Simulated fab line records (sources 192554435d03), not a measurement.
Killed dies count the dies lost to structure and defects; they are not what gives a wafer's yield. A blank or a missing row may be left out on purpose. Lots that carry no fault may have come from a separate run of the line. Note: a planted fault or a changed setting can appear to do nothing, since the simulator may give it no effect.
Chamber matching | flow n5 finfet | N5_BEOL_M9_PECVD_70 on pecvd-02 has 3 sister chambers
The step deposits SiO2 from TEOS/O2, target thk 20 nm, time 22.7 s. 6 wafers are shown with their chamber, then 7 later ones without.

## EACH WAFER AND ITS CHAMBER
wafer  | chamber | throttle valve pct (%) | showerhead plenum p Torr (Torr)
L081.4 | 2       | 23.5                   | 8.71
L085.2 | 0       | 21.4                   | 8.85
L085.3 | 1       | 24.1                   | 8.85
L085.4 | 2       | 23.8                   | 8.73
L089.1 | 0       | 21.2                   | 8.83
L089.4 | 1       | 24.0                   | 8.85

## WAFERS WITHOUT THEIR CHAMBER
wafer  | throttle valve pct (%) | showerhead plenum p Torr (Torr)
L089.5 | 24.0                   | 8.72
L087.1 | 24.1                   | 8.85
L087.5 | 21.3                   | 8.85
L087.6 | 23.9                   | 8.70
L092.2 | 21.2                   | 8.84
L092.4 | 21.2                   | 8.83
L092.5 | 23.9                   | 8.69

## WHICH CHAMBER EACH WENT THROUGH
wafer  | from the rows above | in truth
L089.5 | 2                   | 2
L087.1 | 1                   | 1
L087.5 | 0                   | 0
L087.6 | 2                   | 2
L092.2 | 0                   | 0
L092.4 | 0                   | 0
L092.5 | 2                   | 2
Correctly placed: 7 of 7. Can't be placed from these rows: 0. Wrongly placed: 0.
How it was worked out, from the rows above alone: a wafer's distance from a chamber is the root of the sum, over the readings, of the square of ((its reading less the chamber's mean) divided by the reading's scatter). If the next closest chamber is less than 2 further off than the closest, the wafer can't be placed; otherwise it belongs to the closest. A chamber's mean is the mean of its shown wafers. The scatter is the square root of a quotient: the sum, over the shown wafers, of each reading's squared deviation from its chamber's mean, divided by wafers minus chambers.
